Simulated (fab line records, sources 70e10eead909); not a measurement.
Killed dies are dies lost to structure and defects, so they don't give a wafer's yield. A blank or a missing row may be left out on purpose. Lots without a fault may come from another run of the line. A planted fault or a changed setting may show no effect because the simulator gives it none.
One fault seen from 2 desks | flow nand_harc | each desk has only its own numbers; what lay behind them comes last

THE METROLOGY DESK
What the gauges read, lot by lot, whatever tool the lot ran on: means of the sampled wafers that have a number. A lot is out of limits, marked OUT, if its mean lies more than 4 standard deviations from the usual mean; the brackets give that distance.
Columns: A = thk_nm at NHARC_A_ONON_D1_THK_MEAS_24, usual 1000 nm; B = thk_nm at NHARC_A_ONON_D1_THK_MEAS_34, usual 199.8 nm; C = overlay_x_nm at NHARC_A_CHANNEL_HOLE_D1_OVL_MEAS_11, usual 0.0 nm; D = overlay_y_nm at NHARC_A_CHANNEL_HOLE_D1_OVL_MEAS_11, usual 0.0 nm
lot  | first seen here | A    | B                | C    | D
L399 | day 8 15:53     | 1007 | 197.1            | 0.1  | 0.5
L400 | day 8 15:54     | 1003 | 197.6            | -0.4 | 0.4
L401 | day 9 08:44     | 1020 | 197.7            | -0.1 | 0.0
L403 | day 10 13:09    | 986  | 201.3            | -1.3 | 0.2
L405 | day 11 11:09    | 1007 | 200.9            | 0.3  | -0.3
L406 | day 11 11:10    | 995  | 200.1            | 0.2  | 1.4
L408 | day 12 16:52    | 1012 | 215.2 (+5.5) OUT | -0.1 | -1.2
L410 | day 13 01:05    | 996  | 218.1 (+6.5) OUT | 0.4  | -0.5
L416 | day 15 20:28    | 1000 | 204.6            | 0.6  | -1.5
L418 | day 16 14:20    | 1014 | 202.0            | -1.4 | 0.3
L419 | day 17 02:56    | 991  | 198.8            | 0.8  | 0.4
L420 | day 17 10:17    | 977  | 196.8            | -1.8 | -0.1
This desk's finding: out of limits on L408, L410; first on L408, day 12 18:27 (thk_nm at NHARC_A_ONON_D1_THK_MEAS_34). In limits: L399, L400, L401, L403, L405, L406, L416, L418, L419, L420.

THE TOOL OWNER'S DESK: pecvd-02
The tool's own readings at NHARC_A_ONON_D1_DEP_33 (deposits SiO2, target thk 200 nm): means of the sampled wafers that have a number, for each lot that ran on this tool. A lot is out of limits, marked OUT, if its mean lies more than 4 standard deviations from the usual mean; the brackets give that distance.
Columns: A = heater_power_w at NHARC_A_ONON_D1_DEP_33, usual 557 W; B = mfc_precursor_sccm at NHARC_A_ONON_D1_DEP_33, usual 161.4 sccm; C = showerhead_vpp_V at NHARC_A_ONON_D1_DEP_33, usual 1835 V; D = throttle_valve_pct at NHARC_A_ONON_D1_DEP_33, usual 15.8 %
lot  | first seen here | A   | B               | C    | D
L399 | day 8 17:04     | 573 | 162.1           | 1808 | 16.2
L401 | day 9 09:55     | 586 | 161.4           | 1891 | 16.5
L406 | day 11 12:27    | 541 | 161.7           | 1834 | 15.7
L408 | day 12 18:05    | 495 | 172.9 (+21) OUT | 1859 | 16.2
L410 | day 13 02:21    | 481 | 172.8 (+21) OUT | 1874 | 16.3
L416 | day 15 21:43    | 575 | 161.3           | 1834 | 16.0
L418 | day 16 15:34    | 600 | 161.4           | 1755 | 15.9
This desk's finding: out of limits on L408, L410; first on L408, day 12 18:05 (mfc_precursor_sccm at NHARC_A_ONON_D1_DEP_33). In limits: L399, L401, L406, L416, L418.

PUT TOGETHER
The tool owner's desk could have raised an alarm at day 12 18:05, on L408, L410.
The metrology desk could have raised an alarm at day 12 18:27, on L408, L410.
Of the lots named, all ran NHARC_A_ONON_D1_DEP_33 on pecvd-02.

WHAT THE SIMULATOR HAD PUT IN
Process parameter drift: pecvd-02, from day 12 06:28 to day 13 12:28, at NHARC_A_ONON_D1_DEP_33. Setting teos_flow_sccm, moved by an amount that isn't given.
Lots struck among those shown: L408, L410.
Hours from the fault's start to each desk's first reading out of limits: the tool owner's desk, 12; the metrology desk, 12.
